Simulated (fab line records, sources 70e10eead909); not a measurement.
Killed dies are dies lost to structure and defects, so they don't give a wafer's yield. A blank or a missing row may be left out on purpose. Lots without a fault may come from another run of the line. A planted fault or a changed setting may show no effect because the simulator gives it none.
Chamber matching | flow nand_harc | NHARC_P_GATE_STRIP_101 on rie_diel-04: 4 sister chambers
The step strips in O2, time 20 s. 20 wafers are shown with their chamber, then 10 later ones without.

WAFERS WITH THEIR CHAMBER
wafer  | chamber | drypump_motor_current_A (A) | showerhead_plenum_p_Torr (Torr) | rf_vpp_V (V)
L074.1 | 2       | 6.2                         | 3.58                            | 57.3
L074.2 | 1       | 5.7                         | 3.67                            | 57.5
L074.5 | 3       | 5.8                         | 3.54                            | 58.2
L075.1 | 2       | 6.2                         | 3.58                            | 57.2
L075.2 | 1       | 5.6                         | 3.67                            | 58.2
L075.4 | 3       | 5.8                         | 3.54                            | 58.6
L079.1 | 3       | 5.8                         | 3.53                            | 57.4
L079.4 | 2       | 6.2                         | 3.58                            | 57.3
L079.6 | 1       | 5.7                         | 3.66                            | 58.1
L078.3 | 2       | 6.2                         | 3.58                            | 58.8
L078.4 | 0       | 5.6                         | 3.60                            | 57.2
L078.5 | 1       | 5.6                         | 3.66                            | 60.0
L089.1 | 1       | 5.6                         | 3.65                            | 57.1
L089.3 | 3       | 5.8                         | 3.52                            | 57.1
L089.6 | 1       | 5.6                         | 3.65                            | 59.1
L093.4 | 3       | 5.8                         | 3.52                            | 57.5
L093.5 | 0       | 5.6                         | 3.59                            | 57.2
L093.6 | 1       | 5.7                         | 3.64                            | 58.4
L092.1 | 0       | 5.6                         | 3.59                            | 57.4
L092.2 | 3       | 5.8                         | 3.52                            | 57.3

SIGNATURES (means of the wafers above)
reading                  | chamber 0 | chamber 1 | chamber 2 | chamber 3 | scatter within a chamber
drypump_motor_current_A  | 5.600     | 5.643     | 6.200     | 5.800     | 0.0327
showerhead_plenum_p_Torr | 3.5933    | 3.6571    | 3.5800    | 3.5283    | 0.00899
rf_vpp_V                 | 57.267    | 58.343    | 57.650    | 57.683    | 0.757
Rule: a wafer's distance from a chamber is the root of the sum, over the readings, of the square of ((its reading less the chamber's mean) divided by the reading's scatter). The wafer belongs to the nearest chamber; if the next one is less than 2 further off, it can't be placed. The scatter: the root of (the sum of the squares of (reading less its chamber's mean) over the shown wafers, divided by (wafers less chambers)).

WAFERS WITHOUT THEIR CHAMBER
wafer  | drypump_motor_current_A (A) | showerhead_plenum_p_Torr (Torr) | rf_vpp_V (V)
L092.3 | 6.2                         | 3.56                            | 57.6
L092.4 | 5.7                         | 3.64                            | 59.2
L092.5 | 5.8                         | 3.52                            | 57.1
L092.6 | 5.6                         | 3.59                            | 57.6
L095.1 | 5.7                         | 3.64                            | 57.0
L095.2 | 5.6                         | 3.58                            | 59.0
L095.4 | 5.8                         | 3.51                            | 57.4
L094.3 | 6.2                         | 3.56                            | 56.6
L094.4 | 5.6                         | 3.58                            | 57.5
L094.5 | 5.5                         | 3.58                            | 59.1

WHICH CHAMBER EACH WENT THROUGH
wafer  | from the rows above | in truth
L092.3 | 2                   | 2
L092.4 | 1                   | 1
L092.5 | 3                   | 3
L092.6 | 0                   | 0
L095.1 | 1                   | 1
L095.2 | 0                   | 0
L095.4 | 3                   | 3
L094.3 | 2                   | 2
L094.4 | 0                   | 0
L094.5 | 0                   | 0
Placed correctly: 10 of 10. Can't be placed from these rows: 0. Placed wrongly: 0.
